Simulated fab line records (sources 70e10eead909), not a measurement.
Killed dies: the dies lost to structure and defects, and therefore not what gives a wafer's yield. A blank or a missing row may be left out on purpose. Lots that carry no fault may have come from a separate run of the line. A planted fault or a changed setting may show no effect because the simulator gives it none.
Struck lot and sound lot, side by side    flow nand harc    15 steps out of a route of 1159
Sound: these wafers, L719.2, L719.3, L719.4. Wafers struck: L729.4, L729.6. The cause is given at the end.
Order at every step that has rows: each side's tool, ch and its chambers, its first start. Under that, the readings that differ: sound wafers    struck wafers    difference of the means    sigmas: that difference in standard deviations of wafers without a fault.
alike: a reading whose means differ by less than 2 such deviations, as well as words and numbers matching on both sides. not compared: withheld readings; readings where some wafer has no value; bounds like >300 that might hide an equal value; numbers whose values overlap and for which the record gives no deviation.
The two part at a step that has a row with sigmas, a row that says differs or no value, or rows on one side only. Non-overlapping numbers with no deviation appear without sigmas and do not part them. A reading missing from all wafers of one side parts the sides only when that side holds two or more wafers.

NHARC_A_BLC_DESCUM_15: chemistry O2, time 3 s.
  sound on rie diel-08 ch 0,1,3, day 17 21:19; struck on rie diel-08 ch 1,3, day 20 19:13
reading                 sound     struck  difference                     sigmas
rf hours counter h (h)  11 13 10  - -     no value on the struck wafers  
  alike: drypump motor current A, oes product au, rf vpp V, showerhead plenum p Torr, throttle valve pct
NHARC_A_BLC_ETCH_16: etches the open film in CF4, target depth 39 nm, time 65 s.
  sound on rie diel-08 ch 0,1,3, day 17 21:24; struck on rie diel-08 ch 2,3, day 20 19:18
reading                 sound     struck  difference                     sigmas
rf hours counter h (h)  10 13 11  - -     no value on the struck wafers  
  alike: drypump motor current A, oes product au, rf vpp V, showerhead plenum p Torr, throttle valve pct
then, 1 step without rows for these wafers: NHARC_A_BLC_ETCH_17 (etches the open film in N2/H2, target depth 390 nm, time 609.38 s).
NHARC_A_BLC_ETCH_18: etches the open film in C4F8/O2/Ar, target depth 910 nm.
  sound on rie diel-08 ch 0,2,3; struck on rie diel-08 ch 1,2
reading                 sound     struck  difference                     sigmas
rf hours counter h (h)  10 12 13  - -     no value on the struck wafers  
  alike: oes product au, rf vpp V
NHARC_A_BLC_CD_MEAS_19:
  sound on cd sem-01, day 17 22:17; struck on cd sem-02, day 20 20:20
  alike: cd nm
NHARC_A_BLC_STRIP_29: strips in CF4.
  sound on rie diel-08 ch 0,1,2, day 17 22:22; struck on rie diel-08 ch 1,3, day 20 20:26
reading                 sound     struck  difference                     sigmas
rf hours counter h (h)  13 12 11  - -     no value on the struck wafers  
  alike: drypump motor current A, oes product au, rf vpp V, showerhead plenum p Torr, throttle valve pct
then, 2 steps without rows for these wafers: NHARC_A_BLC_STRIP_21 (strips in O2); NHARC_A_BLC_STRIP_22 (strips in post etch residue remover, time 600 s).
NHARC_A_BLC_DEGAS_30: time 60 s.
  sound on pvd sputter-02, day 17 22:53; struck on pvd sputter-01, day 20 20:59
  alike: heater power w
then, 3 steps without rows for these wafers: NHARC_A_BLC_PRE_CLEAN_31 (time 15 s); NHARC_A_BLC_PVD_32 (deposits Ti, target thk 5 nm, time 17.7 s); NHARC_A_BLC_ALD_23 (deposits TiN, target thk 3 nm, pulse time 1 s, ald cycles 150).
NHARC_A_BLC_CVD_24: deposits W, target thk 150 nm, time 434 s.
  sound on cvd w-02 ch 0,1, day 18 02:13; struck on cvd w-02 ch 1, day 21 06:07
  alike: heater power w, throttle valve pct
NHARC_A_BLC_CMP_25: polishes, t overpolish 30 s, target thk 150 nm.
  sound on cmp-02 ch 0,1,2, day 18 02:44; struck on cmp-03 ch 0, day 21 06:31
reading                 sound           struck     difference  sigmas
time to endpoint s (s)  29.9 30.5 32.0  18.8 16.4  -13.2       -5
  alike: motor current A, overpolish run s
-- record jumps: 2 days between struck wafers' starts before vs after; left off in module A_BLC, resumes in module END, first step shown is number 1159 of the route --
NHARC_END_SORT_01:
  only the struck wafers appear in the record here, on prober-01 ch 0 at day 23 16:58; the sound ones have no rows

WHERE THEY PART
Earliest at NHARC_A_BLC_DESCUM_15; latest, in this record, at NHARC_END_SORT_01.

WHY: what had been put in by the simulator
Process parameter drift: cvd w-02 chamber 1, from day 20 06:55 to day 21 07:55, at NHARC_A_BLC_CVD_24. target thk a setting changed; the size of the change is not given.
